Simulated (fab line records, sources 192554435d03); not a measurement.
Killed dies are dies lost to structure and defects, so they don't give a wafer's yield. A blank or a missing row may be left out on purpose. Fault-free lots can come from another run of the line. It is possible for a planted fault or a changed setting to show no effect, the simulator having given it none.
Split-lot trial	flow n5 finfet	route with 1938 steps; 7 lots, 21 wafers read

## THE SPLIT ITSELF
At N5_BEOL_M5_COAT_22 (resist thk 30 nm), the setting spin rpm was moved away from the recipe's 1500 rpm on 6 of the 21 wafers read, by -4.8% to +11.1%. The other wafers ran this setting at the recipe's value.

## FROM THE SPLIT TO THE READING: what the file shows between them, 4 steps
- N5_BEOL_M5_EBR_24
- N5_BEOL_M5_SOFTBAKE_23: time 60 s
- N5_BEOL_M5_EXPOSE_25: exposes mask V4, defocus 10 nm
- N5_BEOL_M5_PEB_26: peb time 60 s

## THE READING
CAR-EUV_of_BEOL_M5_COAT_22.thk nm (the simulator's own value, which no gauge read), in nm, at N5_BEOL_M5_DEVELOP_27 (develop time 30 s). The file gives no usual value for it. The 15 wafers here that ran the recipe average 29.5 nm, standard deviation 0.12 nm.

wafer	tool, chamber at the split	spin rpm as run, rpm	against the recipe	CAR-EUV_of_BEOL_M5_COAT_22.thk nm, nm	against lot-mates on the recipe
L081.3	litho track-04, 0	1500	recipe	29.4	-
L081.4	litho track-04, 0	1667	+11.1%	28	-1.4
L081.6	litho track-04, 0	1667	+11.1%	28	-1.4
L083.2	litho track-02, 0	1500	recipe	29.6	-
L083.4	litho track-02, 0	1500	recipe	29.6	-
L083.6	litho track-02, 0	1500	recipe	29.6	-
L087.2	litho track-04, 0	1500	recipe	29.6	-
L087.5	litho track-04, 0	1500	recipe	29.6	-
L087.6	litho track-04, 0	1593	+6.2%	28.6	-1.0
L088.1	litho track-04, 0	1500	recipe	29.4	-
L088.3	litho track-04, 0	1500	recipe	29.4	-
L088.5	litho track-04, 0	1500	recipe	29.4	-
L097.3	litho track-04, 0	1500	recipe	29.4	-
L097.6	litho track-04, 0	1500	recipe	29.4	-
L097.5	litho track-04, 0	1500	recipe	29.6	-
L095.2	litho track-04, 0	1500	recipe	29.4	-
L095.3	litho track-04, 0	1500	recipe	29.4	-
L095.4	litho track-04, 0	1428	-4.8%	30.2	+0.8
L089.1	litho track-02, 0	1593	+6.2%	28.6	-1.2
L089.2	litho track-02, 0	1593	+6.2%	28.8	-1.0
L089.5	litho track-02, 0	1500	recipe	29.8	-

FIT RESULTS
A straight line over all 21 wafers: CAR-EUV_of_BEOL_M5_COAT_22.thk nm changes by -0.136 nm for each +1% of spin rpm; r = -0.98; the points scatter about the line by 0.12 nm.
The same after taking each lot's own level away (the mean of its wafers on the recipe; 21 wafers): -0.142 nm for each +1%; r = -0.98; scatter 0.11 nm.
That fit puts the effect of the largest move of spin rpm on the reading at 1.6 nm.
The span of the lots' own levels, 29.40 to 29.80 nm, comes to 3.2 times the standard deviation stated above.
The two slopes agree, so the slope changes little with the lot-to-lot level.
Check: with one of the wafers moved furthest among these (+11.1%) left out of the fit, the line predicts -1.67 nm for it against its lot-mates. It came out at -1.4 nm against them.

## OTHER SPLITS APPLIED TO THESE WAFERS
Other splits were also applied to these wafers ahead of the reading. Each is held against what the fit with the lots' levels taken away leaves over:
other split on the same wafers	wafers away from the commonest value	r with CAR-EUV_of_BEOL_M5_COAT_22.thk nm (lot level and that fit taken away)
N5_BEOL_M4_DESCUM_16 time s	6	-0.01
N5_BEOL_M4_COAT_68 spin rpm	5	-0.24
N5_BEOL_M5_COAT_71 spin rpm	7	-0.35
N5_BEOL_M5_COAT_05 spin rpm	4	-0.12

## THE WHOLE CHAIN: every reading that the file lists as answering this split, in the file's order
step	what it does	reading	change (the file's fit)	r (the file's)
N5_BEOL_M5_COAT_22	resist thk 30 nm	CAR-EUV_of_BEOL_M5_COAT_22.thk nm (the simulator's own value, which no gauge read)	-0.152 nm for each +1% of the setting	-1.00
N5_BEOL_M5_DEVELOP_27	develop time 30 s	CAR-EUV_of_BEOL_M5_COAT_22.thk nm (the simulator's own value, which no gauge read)	-0.145 nm for each +1% of the setting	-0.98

## THE FILE'S OWN FIT
CAR-EUV_of_BEOL_M5_COAT_22.thk nm changes by -0.145 nm for each +1% of spin rpm, r = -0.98.
